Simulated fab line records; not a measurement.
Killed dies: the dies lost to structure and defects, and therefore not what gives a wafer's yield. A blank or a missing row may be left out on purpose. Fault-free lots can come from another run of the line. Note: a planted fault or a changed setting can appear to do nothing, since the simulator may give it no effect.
fab line records	flow n5Finfet
[record] lots = 7	wafers = 21
route steps=1938 shown ZERO_LAYER@16 FIN_SAQP@94 FIN_CUT@155 DUMMY_GATE@224 SDB@350
startH: hours from the record's opening day to when the first of the lot's shown wafers began	waitH: time in hours since the lot's previous step	" repeats the value in the row above	L1.1+2: several wafers, shown together as one row	- no value, or no start given	* or withheld: withheld	< > ~ a bound
route shown NAME@n: a module of which the file shows steps, and the number in the route of the first	usual: mean and standard deviation over wafers with no fault	same: alike in all rows	chamber/n: place in a boat	sites: the reading at each site	_std_site: the standard deviation of these	_edge_site: outer sites' mean less inner sites'	radiusMm: how far each site lies from the wafer's centre	mask NAME#n: copy n	behind: the most recent tool/chamber to have shaped the wafer	hold: cause of the lot's hold/its duration in hours/its outcome	device: the transistor (n, p or np) that didn't switch	end of line: tests run on the same wafers once the route is complete	a step given without rows: its recipe and nothing more	killed: the dies lost at the first sort to structure and to defects; this is not the yield of the wafer	map: per-die view of a wafer (x killed, . not killed, _ where there is no die)
set.NAME: the setting that was run; set.NAME@STEP: the one run at that earlier step	model.NAME: the simulator's own value behind a step, which no gauge read
one table per step and one row per wafer, for lots whose settings were changed on purpose
[[steps]]
[step N5_ZERO_LAYER_ETCH_18]
[recipe] chemistry = HBr/Cl2	target = Si	targetDepthA = 1200	timeS = 40	pressureMtorr = 10	icpW = 800	biasW = 75	HBr_flow_sccm = 150	Cl2_flow_sccm = 80
lot.wafer	tool	chamber	startH	waitH	set.biasW	model.ZERO_LAYER.featureDepthNm	model.etch.depthNm
L075.2	rieSi-03	1	18.79	0.0	75	120.4	120.4
L075.3	"	2	"	"	75	120.8	120.8
L075.6	"	2	"	"	75	119.4	119.4
L077.1	rieSi-03	1	30.79	0.0	75	121.2	121.2
L077.2	"	0	"	"	75	119.5	119.5
L077.5	"	1	"	"	75	121.9	121.9
L078.4	rieSi-05	1	36.91	0.0	75	120.8	120.8
L078.5	"	3	"	"	75	118.6	118.6
L078.6	"	2	"	"	75	118	118
L081.1	rieSi-05	0	55.87	0.0	75	119.2	119.2
L081.3	"	1	"	"	75	121	121
L081.5	"	1	"	"	75	119.7	119.7
L082.1	rieSi-06	1	60.91	0.0	75	121.7	121.7
L082.2	"	0	"	"	75	121.6	121.6
L082.5	"	0	"	"	63.13	115.8	115.8
L090.2	rieSi-06	1	108.87	0.0	75	120.9	120.9
L090.4	"	0	"	"	75	119.6	119.6
L090.6	"	1	"	"	63.79	115.1	115.1
L093.4	rieSi-06	0	127.74	0.0	75	121.8	121.8
L093.5	"	1	"	"	75	121.7	121.7
L093.6	"	2	"	"	75	120.5	120.5
[step N5_FIN_SAQP_ALD_61]
[recipe] material = SiO2	targetThkA = 40	tempC = 300	aldPrecursorFamily = BDEAS	aldCoReactant = O2-plasma	pulseTimeS = 1	purgeTimeS = 2	coReactantPurgeTimeS = 2	aldCycles = 43	pressureTorr = 2
lot.wafer	tool	chamber	startH	waitH	set.tempC	model.SiO2_of_FIN_SAQP_ALD_61.thkNm
L075.2	aldSin-01	1	26.23	0.0	289.2	4.189
L075.3	"	3	"	"	289.2	4.174
L075.6	"	3	"	"	300	4.026
L077.1	aldSin-01	0	39.62	0.0	300	4.01
L077.2	"	2	"	"	300	4.016
L077.5	"	0	"	"	300	3.991
L078.4	aldSin-01	1	44.65	0.0	293.6	4.094
L078.5	"	3	"	"	300	4.021
L078.6	"	0	"	"	300	4.009
L081.1	aldSin-03	2	64.15	0.0	300	4.009
L081.3	"	1	"	"	300	4.003
L081.5	"	3	"	"	308.9	3.951
L082.1	aldSin-03	3	70.09	0.4	300	3.996
L082.2	"	1	"	"	294.5	4.098
L082.5	"	0	"	"	294.5	4.077
L090.2	aldSin-03	1	115.92	0.0	300	4.024
L090.4	"	0	"	"	287.1	4.222
L090.6	"	0	"	"	287.1	4.201
L093.4	aldSin-02	1	135.14	0.0	310.2	3.973
L093.5	"	0	"	"	310.2	3.95
L093.6	"	3	"	"	300	4.016
[step N5_FIN_SAQP_PECVD_06]
[recipe] material = a-Si	targetThkA = 600	tempC = 400	precursor = SiH4/He	pressureTorr = 3	rfW = 100	timeS = 48.1
lot.wafer	tool	chamber	startH	waitH	set.timeS	model.a-Si_of_FIN_SAQP_PECVD_06.thkNm
L075.2	pecvd-04	1	26.86	0.0	48.1	60.22
L075.3	"	0	"	"	48.1	60.17
L075.6	"	2	"	"	51.8	66.22
L077.1	pecvd-01	1	40.28	0.0	48.1	59.64
L077.2	"	0	"	"	48.1	60.7
L077.5	"	1	"	"	48.1	61.06
L078.4	pecvd-03	2	45.53	0.0	50.56	64.63
L078.5	"	0	"	"	48.1	61.23
L078.6	"	2	"	"	50.56	64.19
L081.1	pecvd-04	1	64.91	0.0	51.08	62.95
L081.3	"	2	"	"	48.1	59.48
L081.5	"	0	"	"	48.1	60.59
L082.1	pecvd-03	2	70.81	0.0	52.53	65.77
L082.2	"	1	"	"	48.1	60.11
L082.5	"	2	"	"	52.53	66.57
L090.2	pecvd-03	1	116.55	0.0	48.1	60.06
L090.4	"	1	"	"	48.1	61.01
L090.6	"	2	"	"	52.93	66.81
L093.4	pecvd-04	0	135.79	0.0	41.79	53.13
L093.5	"	1	"	"	41.79	52.55
L093.6	"	2	"	"	48.1	61.11
[step N5_FIN_SAQP_THK_MEAS_07]
[usual] thkNm = 60.3/0.68
lot.wafer	tool	chamber	startH	waitH	set.timeS@FIN_SAQP_PECVD_06	thkNm
L075.2	filmMetro-02	-	26.95	0.1	48.1	60.2
L075.3	"	-	"	"	48.1	60.2
L075.6	"	-	"	"	51.8	66.2
L077.1	filmMetro-01	-	40.40	0.1	48.1	59.7
L077.2	"	-	"	"	48.1	60.7
L077.5	"	-	"	"	48.1	61.0
L078.4	filmMetro-01	-	45.62	0.1	50.56	64.6
L078.5	"	-	"	"	48.1	61.2
L078.6	"	-	"	"	50.56	64.2
L081.1	filmMetro-01	-	65.00	0.1	51.08	62.9
L081.3	"	-	"	"	48.1	59.5
L081.5	"	-	"	"	48.1	60.6
L082.1	filmMetro-02	-	70.92	0.1	52.53	65.7
L082.2	"	-	"	"	48.1	60.1
L082.5	"	-	"	"	52.53	66.6
L090.2	filmMetro-02	-	116.64	0.1	48.1	60.0
L090.4	"	-	"	"	48.1	61.0
L090.6	"	-	"	"	52.93	66.8
L093.4	filmMetro-01	-	135.85	0.0	41.79	53.1
L093.5	"	-	"	"	41.79	52.6
L093.6	"	-	"	"	48.1	61.1
[step N5_FIN_SAQP_HM_DEP_72]
[recipe] material = SiO2	targetThkA = 120	tempC = 400	precursor = SiH4/N2O	pressureTorr = 0.75	rfW = 275	timeS = 7.2
[step N5_FIN_SAQP_COAT_49]
[recipe] resist = SOC	tempC = 250	timeS = 60	spinRpm = 1500	resistThkNm = 100
[step N5_FIN_SAQP_HM_OPEN_73]
[recipe] chemistry = CHF3/O2	target = SiO2	stopOn = a-Si	targetDepthA = 120	overEtchFrac = 1.8	maskMaterial = SOC	timeS = 16.8	pressureMtorr = 30	sourceW = 650	biasW = 170	Ar_flow_sccm = 200	CHF3_flow_sccm = 50	O2_flow_sccm = 5	ionEnergyEv = 200	ends = endPoint
[step N5_FIN_SAQP_STRIP_74]
[recipe] chemistry = CHF3/O2	resist = SiARC	rfFrequencyHz = 6e+07
[step N5_FIN_SAQP_MANDREL_ETCH_22]
[recipe] targetDepthA = 600	chemistry = HBr/Cl2	target = a-Si	stopOn = SiNx	btTimeS = 10	overEtchFrac = 0.5	timeS = 30	pressureMtorr = 10	icpW = 800	biasW = 75	HBr_flow_sccm = 150	Cl2_flow_sccm = 80	ends = endPoint
lot.wafer	tool	chamber	startH	waitH	set.timeS@FIN_SAQP_PECVD_06	model.etch.depthNm
L075.2	rieSi-05	2	27.81	0.0	48.1	60.21
L075.3	"	3	"	"	48.1	60.15
L075.6	"	2	"	"	51.8	66.2
L077.1	rieSi-03	2	41.27	0.0	48.1	59.64
L077.2	"	3	"	"	48.1	60.68
L077.5	"	3	"	"	48.1	61.04
L078.4	rieSi-05	0	46.46	0.0	50.56	64.61
L078.5	"	2	"	"	48.1	61.21
L078.6	"	3	"	"	50.56	64.19
L081.1	rieSi-03	2	65.86	0.0	51.08	62.91
L081.3	"	1	"	"	48.1	59.45
L081.5	"	1	"	"	48.1	60.58
L082.1	rieSi-03	0	71.69	0.0	52.53	65.76
L082.2	"	2	"	"	48.1	60.08
L082.5	"	0	"	"	52.53	66.55
L090.2	rieSi-05	2	118.24	0.0	48.1	60.04
L090.4	"	1	"	"	48.1	61
L090.6	"	0	"	"	52.93	66.78
L093.4	rieSi-05	3	136.59	0.0	41.79	53.11
L093.5	"	2	"	"	41.79	52.54
L093.6	"	3	"	"	48.1	61.09
[step N5_FIN_SAQP_STRIP_55]
[recipe] chemistry = N2/H2	powerW = 500	tempC = 40	pressureMtorr = 50	rfFrequencyHz = 6e+07	overashFraction = 0.3	biasPowerW = 28	h2Frac = 0.5	n2FlowSccm = 300	h2FlowSccm = 300
[step N5_FIN_SAQP_STRIP_23]
[recipe] chemistry = SPM	timeS = 750	tempC = 130	h2so4H2o2VolRatio = 4
[step N5_FIN_SAQP_SRD_66]
[recipe] dry = ipaMarangoni	timeS = 30	tempC = 23	rinseLiquid = diw
[step N5_FIN_SAQP_RECESS_75]
[recipe] chemistry = HF/NH3	target = SiO2	targetDepthA = 144	afsCycles = 3	tempC = 30	sublimationTempC = 180	sublimationTimeS = 60
[step N5_FIN_SAQP_SPACER1_ALD_24]
[recipe] material = SiO2	targetThkA = 203	tempC = 300	aldPrecursorFamily = BDEAS	aldCoReactant = O2-plasma	pulseTimeS = 1	purgeTimeS = 2	coReactantPurgeTimeS = 2	aldCycles = 218	pressureTorr = 2
lot.wafer	tool	chamber	startH	waitH	set.timeS@FIN_SAQP_PECVD_06	model.a-Si_of_FIN_SAQP_PECVD_06.thkNm
L075.2+3	aldSin-02	0,2	28.64	0.3	48.1	60
L075.6	"	3	"	"	51.8	66
L077.1	aldSin-01	1	43.38	1.6	48.1	59.4
L077.2	"	0	"	"	48.1	60.4
L077.5	"	2	"	"	48.1	60.8
L078.4	aldSin-01	3	47.95	0.8	50.56	64.4
L078.5	"	3	"	"	48.1	61
L078.6	"	0	"	"	50.56	64
L081.1	aldSin-01	3	67.03	0.6	51.08	62.8
L081.3	"	1	"	"	48.1	59.2
L081.5	"	1	"	"	48.1	60.4
L082.1	aldSin-01	0	72.81	0.6	52.53	65.6
L082.2	"	3	"	"	48.1	59.8
L082.5	"	0	"	"	52.53	66.4
L090.2	aldSin-01	1	119.19	0.3	48.1	59.8
L090.4	"	2	"	"	48.1	60.8
L090.6	"	1	"	"	52.93	66.6
L093.4	aldSin-03	2	137.50	0.2	41.79	53
L093.5	"	2	"	"	41.79	52.4
L093.6	"	3	"	"	48.1	61
[step N5_FIN_SAQP_FIN_ETCH_36]
[recipe] chemistry = HBr/Cl2/O2	targetDepthA = 1200	maskMaterial = SiNx	timeS = 50.4	biasW = 102	pressureMtorr = 10	icpW = 800	HBr_flow_sccm = 150	Cl2_flow_sccm = 80	O2_flow_sccm = 12
lot.wafer	tool	chamber	startH	waitH	set.icpW	model.etch.depthNm	model.FIN_SAQP.featureDepthNm
L075.2	rieSi-03	2	31.53	0.0	907.1	128.1	128
L075.3	"	1	"	"	800	120.9	121
L075.6	"	2	"	"	800	121	121
L077.1	rieSi-05	3	47.06	0.0	800	119.9	119.8
L077.2	"	2	"	"	800	118.8	118.8
L077.5	"	2	"	"	800	118.4	118.4
L078.4	rieSi-06	2	50.80	0.0	873	124.3	124.4
L078.5	"	1	"	"	873	125.8	125.8
L078.6	"	2	"	"	800	120.2	120.2
L081.1	rieSi-06	3	70.43	0.0	800	119.3	119.2
L081.3	"	2	"	"	679	109	109
L081.5	"	3	"	"	679	110	110
L082.1	rieSi-06	0	75.78	0.0	800	119.2	119.2
L082.2	"	2	"	"	871.5	123.5	123.6
L082.5	"	0	"	"	800	119.1	119.2
L090.2	rieSi-03	1	122.06	0.0	800	122.6	122.6
L090.4	"	0	"	"	838.4	122.5	122.6
L090.6	"	3	"	"	838.4	119	119
L093.4	rieSi-06	1	140.53	0.0	800	118.8	118.8
L093.5	"	2	"	"	800	117.9	117.8
L093.6	"	3	"	"	800	119.8	119.8
[step N5_FIN_SAQP_PRECLEAN_38]
[recipe] chemistry = O3/DIW	timeS = 45	tempC = 22	o3Ppm = 10
[step N5_FIN_SAQP_PRECLEAN_45]
[recipe] chemistry = dHF	timeS = 10	dilution = 500:1	tempC = 25
[step N5_FIN_SAQP_SRD_39]
[recipe] dry = ipaMarangoni	timeS = 30	tempC = 23	rinseLiquid = diw
[step N5_FIN_SAQP_OCD_MEAS_76]
[usual] trenchDepthNm = 119.5/1.3
lot.wafer	tool	chamber	startH	waitH	set.icpW@FIN_SAQP_FIN_ETCH_36	trenchDepthNm
L075.2	ocd-01	-	31.75	0.0	907.1	128.3
L075.3	"	-	"	"	800	120.9
L075.6	"	-	"	"	800	121.4
L077.1	ocd-02	-	47.28	0.0	800	119.6
L077.2	"	-	"	"	800	119.1
L077.5	"	-	"	"	800	118.2
L078.4	ocd-02	-	51.02	0.0	873	124.6
L078.5	"	-	"	"	873	125.7
L078.6	"	-	"	"	800	120.4
L081.1	ocd-02	-	70.65	0.0	800	119.6
L081.3	"	-	"	"	679	108.7
L081.5	"	-	"	"	679	110.1
L082.1	ocd-02	-	76.00	0.0	800	119.3
L082.2	"	-	"	"	871.5	123.8
L082.5	"	-	"	"	800	119.0
L090.2	ocd-02	-	122.28	0.0	800	122.5
L090.4	"	-	"	"	838.4	122.8
L090.6	"	-	"	"	838.4	119.0
L093.4	ocd-01	-	140.75	0.0	800	119.1
L093.5	"	-	"	"	800	117.7
L093.6	"	-	"	"	800	119.8
[step N5_FIN_CUT_COAT_19]
[recipe] resist = SiARC	tempC = 220	timeS = 60	spinRpm = 1500	resistThkNm = 20
lot.wafer	tool	chamber	startH	waitH	set.spinRpm	model.SiARC_of_FIN_CUT_COAT_19.thkNm
L075.2	lithoTrack-03	0	-	-	1500	20
L075.3+6	"	0	"	"	1583	19.4
L077.1+2+5	lithoTrack-02	0	-	-	1500	20
L078.4+5+6	lithoTrack-03	0	-	-	1500	20
L081.1+3	lithoTrack-02	0	-	-	1500	20
L081.5	"	0	"	"	1500	20.2
L082.1+2+5	lithoTrack-02	0	-	-	1500	20
L090.2	lithoTrack-03	0	-	-	1383	21
L090.4	"	0	"	"	1500	20
L090.6	"	0	"	"	1383	20.8
L093.4+5	lithoTrack-03	0	-	-	1422	20.6
L093.6	"	0	"	"	1500	20
[step N5_FIN_CUT_COAT_29]
[recipe] resist = underlayer	tempC = 205	timeS = 60	spinRpm = 1500	resistThkNm = 10
[step N5_FIN_CUT_COAT_02]
[recipe] resist = CAR-EUV	spinRpm = 1500	resistThkNm = 30
[step N5_FIN_CUT_DESCUM_13]
[recipe] chemistry = O2	timeS = 7	sourcePowerW = 50	biasPowerW = 20	pressureMtorr = 20	rfFrequencyHz = 2.712e+07	tempC = 40	resist = CAR-EUV	o2FlowSccm = 225
[step N5_FIN_CUT_ETCH_30]
[recipe] chemistry = N2/H2	target = underlayer	targetDepthA = 130	maskMaterial = CAR-EUV	timeS = 10.4	ionEnergyEv = 200	pressureMtorr = 30	sourceW = 840	biasW = 150	n2FlowSccm = 200	h2FlowSccm = 200	ends = cleared
[step N5_FIN_CUT_ETCH_20]
[recipe] chemistry = CF4	target = SiARC	targetDepthA = 260	maskMaterial = CAR-EUV	timeS = 43.3	ionEnergyEv = 80	pressureMtorr = 40	sourceW = 545	biasW = 36	Ar_flow_sccm = 100	cf4FlowSccm = 100	ends = cleared
lot.wafer	tool	chamber	startH	waitH	set.spinRpm@FIN_CUT_COAT_19	model.etch.depthNm
L075.2	rieDiel-05	2	32.26	0.0	1500	19.99
L075.3	"	0	"	"	1583	19.42
L075.6	"	3	"	"	1583	19.48
L077.1+2	rieDiel-05	3,0	47.92	0.0	1500	20.08
L077.5	"	1	"	"	1500	20.03
L078.4	rieDiel-04	1	51.57	0.0	1500	19.93
L078.5	"	2	"	"	1500	20.08
L078.6	"	3	"	"	1500	20.02
L081.1	rieDiel-04	0	71.28	0.0	1500	20.08
L081.3	"	3	"	"	1500	20.07
L081.5	"	0	"	"	1500	20.13
L082.1	rieDiel-05	2	76.51	0.0	1500	20.08
L082.2	"	0	"	"	1500	20.03
L082.5	"	1	"	"	1500	19.94
L090.2	rieDiel-06	0	123.41	0.0	1383	20.92
L090.4	"	2	"	"	1500	20.07
L090.6	"	3	"	"	1383	20.87
L093.4	rieDiel-06	2	141.40	0.0	1422	20.58
L093.5	"	3	"	"	1422	20.63
L093.6	"	0	"	"	1500	20.07
[step N5_DUMMY_GATE_COAT_28]
[recipe] resist = underlayer	tempC = 205	timeS = 60	spinRpm = 1500	resistThkNm = 10
lot.wafer	tool	chamber	startH	waitH	set.spinRpm	model.underlayer_of_DUMMY_GATE_COAT_28.thkNm
L075.2+6	lithoTrack-05	0	-	-	1500	10.2
L075.3	"	0	"	"	1406	10.4
L077.1+2+5	lithoTrack-05	0	-	-	1500	10
L078.4+5+6	lithoTrack-02	0	-	-	1500	10
L081.1+5	lithoTrack-05	0	-	-	1500	10
L081.3	"	0	"	"	1393	10.4
L082.1	lithoTrack-05	0	-	-	1423	10.4
L082.2+5	"	0	"	"	1500	10
L090.2+4+6	lithoTrack-01	0	-	-	1500	10
L093.4	lithoTrack-02	0	-	-	1658	9.6
L093.5+6	"	0	"	"	1500	10
[step N5_DUMMY_GATE_EXPOSE_12]
[recipe] maskId = GATE	na = 0.33	sourceShape = annular	sigmaInner = 0.2	sigmaOuter = 0.6	polarization = unpolarized	targetCdNm = 25	doseMj = 34
lot.wafer	tool	chamber	startH	waitH	mask	set.doseMj
L075.2+6	euvScanner-01	0	56.95	-	GATE#0	34
L075.3	"	0	"	"	GATE#0	35.27
L077.1+2+5	euvScanner-01	0	69.85	-	GATE#0	34
L078.4+5+6	euvScanner-02	0	75.54	-	GATE#0	34
L081.1+5	euvScanner-02	0	92.39	-	GATE#0	35.99
L081.3	"	0	"	"	GATE#0	34
L082.1+2+5	euvScanner-02	0	97.64	-	GATE#0	34
L090.2+4+6	euvScanner-02	0	142.62	-	GATE#0	34
L093.4+5+6	euvScanner-01	0	159.74	-	GATE#0	34
[step N5_DUMMY_GATE_PEB_13]
[recipe] pebTempC = 100	pebTimeS = 60	resist = CAR-EUV
[step N5_DUMMY_GATE_DEVELOP_14]
[recipe] developTimeS = 30	developer = TMAH	resist = CAR-EUV	rinseLiquid = surfactantRinse	dry = airSpin	devTempC = 23
[step N5_DUMMY_GATE_STRIP_38]
[recipe] chemistry = N2/H2	tempC = 40	n2FlowSccm = 200	h2FlowSccm = 200	rfFrequencyHz = 6e+07
[step N5_DUMMY_GATE_STRIP_39]
[recipe] chemistry = N2/H2	tempC = 40	n2FlowSccm = 200	h2FlowSccm = 200	rfFrequencyHz = 6e+07
[step N5_DUMMY_GATE_TRIM_49]
[recipe] chemistry = O2	resist = SOC	timeS = 29	targetCdNm = 14	sourcePowerW = 300	biasPowerW = 0	O2_flow_sccm = 100	tempC = 20
lot.wafer	tool	chamber	startH	waitH	set.doseMj@DUMMY_GATE_EXPOSE_12	model.DUMMY_GATE.cdNm
L075.2	rieSi-01	1	57.96	0.0	34	14
L075.3	"	2	"	"	35.27	13.4
L075.6	"	1	"	"	34	14.2
L077.1+2+5	rieSi-04	0,2,1	70.33	0.0	34	14.2
L078.4+6	rieSi-01	3	76.00	0.0	34	14.2
L078.5	"	0	"	"	34	14.4
L081.1	rieSi-02	2	92.88	0.0	35.99	13
L081.3	"	1	"	"	34	14.2
L081.5	"	1	"	"	35.99	13.2
L082.1	rieSi-04	3	98.13	0.0	34	14
L082.2+5	"	2,1	"	"	34	13.8
L090.2+6	rieSi-04	3,1	143.49	0.0	34	13.8
L090.4	"	1	"	"	34	14.2
L093.4+6	rieSi-01	0	160.21	0.0	34	14
L093.5	"	1	"	"	34	14.2
[step N5_SDB_COAT_05]
[recipe] resist = CAR-ArF	spinRpm = 1500	resistThkNm = 90
lot.wafer	tool	chamber	startH	waitH	set.spinRpm	model.CAR-ArF_of_SDB_COAT_05.thkNm
L075.2	lithoTrack-03	0	-	-	1500	90.4
L075.3	"	0	"	"	1500	90.2
L075.6	"	0	"	"	1500	89.8
L077.1+2+5	lithoTrack-05	0	-	-	1500	90
L078.4	lithoTrack-03	0	-	-	1573	87.8
L078.5	"	0	"	"	1500	90
L078.6	"	0	"	"	1573	88
L081.1	lithoTrack-05	0	-	-	1623	86.8
L081.3	"	0	"	"	1500	90.4
L081.5	"	0	"	"	1500	90.2
L082.1	lithoTrack-05	0	-	-	1355	95
L082.2	"	0	"	"	1355	95.2
L082.5	"	0	"	"	1500	90
L090.2+4+6	lithoTrack-03	0	-	-	1500	89.8
L093.4	lithoTrack-05	0	-	-	1450	91.4
L093.5+6	"	0	"	"	1450	91.6
[step N5_SDB_EBR_07]
[recipe] solvent = PGMEA	ebrWidthMm = 1.5
[step N5_SDB_SOFTBAKE_06]
[recipe] tempC = 110	timeS = 60	resist = CAR-ArF
[step N5_SDB_DESCUM_16]
[recipe] chemistry = O2	timeS = 7.9	sourcePowerW = 50	biasPowerW = 20	pressureMtorr = 20	rfFrequencyHz = 2.712e+07	tempC = 40	resist = CAR-ArF	o2FlowSccm = 225
lot.wafer	tool	chamber	startH	waitH	set.spinRpm@SDB_COAT_05	model.CAR-ArF_of_SDB_COAT_05.thkNm
L075.2+3	rieDiel-01	2,3	79.73	0.2	1500	83.8
L075.6	"	3	"	"	1500	83.4
L077.1+2+5	rieDiel-02	3,2,1	90.23	0.0	1500	83.4
L078.4	rieDiel-02	2	95.01	0.6	1573	81.2
L078.5	"	2	"	"	1500	83.4
L078.6	"	3	"	"	1573	81.4
L081.1	rieDiel-03	3	111.25	0.0	1623	80.4
L081.3	"	0	"	"	1500	83.8
L081.5	"	3	"	"	1500	83.6
L082.1	rieDiel-01	0	118.22	1.1	1355	88.4
L082.2	"	2	"	"	1355	88.6
L082.5	"	1	"	"	1500	83.4
L090.2+4+6	rieDiel-01	0,2,3	162.65	0.9	1500	83.2
L093.4+5+6	rieDiel-03	3,0,2	178.84	0.0	1450	85
[step N5_SDB_ETCH_17]
[recipe] chemistry = CF4	target = SiARC	targetDepthA = 234	maskMaterial = CAR-ArF	timeS = 39	ionEnergyEv = 80	pressureMtorr = 40	sourceW = 545	biasW = 36	Ar_flow_sccm = 100	cf4FlowSccm = 100	ends = cleared
lot.wafer	tool	chamber	startH	waitH	set.spinRpm@SDB_COAT_05	model.CAR-ArF_of_SDB_COAT_05.thkNm
L075.2	rieDiel-01	2	79.77	0.0	1500	67.2
L075.3	"	3	"	"	1500	67
L075.6	"	3	"	"	1500	66.6
L077.1+5	rieDiel-02	3,1	90.26	0.0	1500	66.6
L077.2	"	2	"	"	1500	66.4
L078.4	rieDiel-02	2	95.04	0.0	1573	64.4
L078.5	"	2	"	"	1500	66.6
L078.6	"	3	"	"	1573	64.6
L081.1	rieDiel-03	3	111.29	0.0	1623	63.6
L081.3	"	0	"	"	1500	67
L081.5	"	3	"	"	1500	66.8
L082.1	rieDiel-01	0	118.26	0.0	1355	71.4
L082.2	"	2	"	"	1355	71.6
L082.5	"	1	"	"	1500	66.6
L090.2+4	rieDiel-01	0,2	162.69	0.0	1500	66.4
L090.6	"	3	"	"	1500	66.6
L093.4	rieDiel-03	3	178.87	0.0	1450	68
L093.5+6	"	0,2	"	"	1450	68.2
[[key]]
[split] step = N5_ZERO_LAYER_ETCH_18	setting = biasW	stated = 75	by = wafer
[response] step = N5_ZERO_LAYER_ETCH_18	reading = model.ZERO_LAYER.featureDepthNm	change = +0.356	per = 1%	r = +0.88
[response] step = N5_ZERO_LAYER_ETCH_18	reading = model.etch.depthNm	change = +0.356	per = 1%	r = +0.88
[split] step = N5_FIN_SAQP_ALD_61	setting = tempC	stated = 300	by = wafer
[response] step = N5_FIN_SAQP_ALD_61	reading = model.SiO2_of_FIN_SAQP_ALD_61.thkNm	change = -0.0344	per = 1%	r = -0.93
[split] step = N5_FIN_SAQP_PECVD_06	setting = timeS	stated = 48.1	by = wafer
[response] step = N5_FIN_SAQP_PECVD_06	reading = model.a-Si_of_FIN_SAQP_PECVD_06.thkNm	change = +0.64	per = 1%	r = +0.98
[response] step = N5_FIN_SAQP_THK_MEAS_07	reading = thkNm	change = *	per = 1%	r = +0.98
[response] step = N5_FIN_SAQP_MANDREL_ETCH_22	reading = model.etch.depthNm	change = +0.639	per = 1%	r = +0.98
[response] step = N5_FIN_SAQP_SPACER1_ALD_24	reading = model.a-Si_of_FIN_SAQP_PECVD_06.thkNm	change = +0.645	per = 1%	r = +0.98
[split] step = N5_FIN_SAQP_FIN_ETCH_36	setting = icpW	stated = 800	by = wafer
[response] step = N5_FIN_SAQP_FIN_ETCH_36	reading = model.etch.depthNm	change = +0.533	per = 1%	r = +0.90
[response] step = N5_FIN_SAQP_FIN_ETCH_36	reading = model.FIN_SAQP.featureDepthNm	change = +0.532	per = 1%	r = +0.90
[response] step = N5_FIN_SAQP_OCD_MEAS_76	reading = trenchDepthNm	change = +0.552	per = 1%	r = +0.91
[split] step = N5_FIN_CUT_COAT_19	setting = spinRpm	stated = 1500	by = wafer
[response] step = N5_FIN_CUT_COAT_19	reading = model.SiARC_of_FIN_CUT_COAT_19.thkNm	change = -0.114	per = 1%	r = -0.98
[response] step = N5_FIN_CUT_ETCH_20	reading = model.etch.depthNm	change = -0.102	per = 1%	r = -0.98
[split] step = N5_DUMMY_GATE_COAT_28	setting = spinRpm	stated = 1500	by = wafer
[response] step = N5_DUMMY_GATE_COAT_28	reading = model.underlayer_of_DUMMY_GATE_COAT_28.thkNm	change = -0.0456	per = 1%	r = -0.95
[split] step = N5_DUMMY_GATE_EXPOSE_12	setting = doseMj	stated = 34	by = wafer
[response] step = N5_DUMMY_GATE_TRIM_49	reading = model.DUMMY_GATE.cdNm	change = -0.188	per = 1%	r = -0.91
[split] step = N5_SDB_COAT_05	setting = spinRpm	stated = 1500	by = wafer
[response] step = N5_SDB_COAT_05	reading = model.CAR-ArF_of_SDB_COAT_05.thkNm	change = -0.478	per = 1%	r = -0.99
[response] step = N5_SDB_DESCUM_16	reading = model.CAR-ArF_of_SDB_COAT_05.thkNm	change = -0.47	per = 1%	r = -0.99
[response] step = N5_SDB_ETCH_17	reading = model.CAR-ArF_of_SDB_COAT_05.thkNm	change = -0.459	per = 1%	r = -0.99
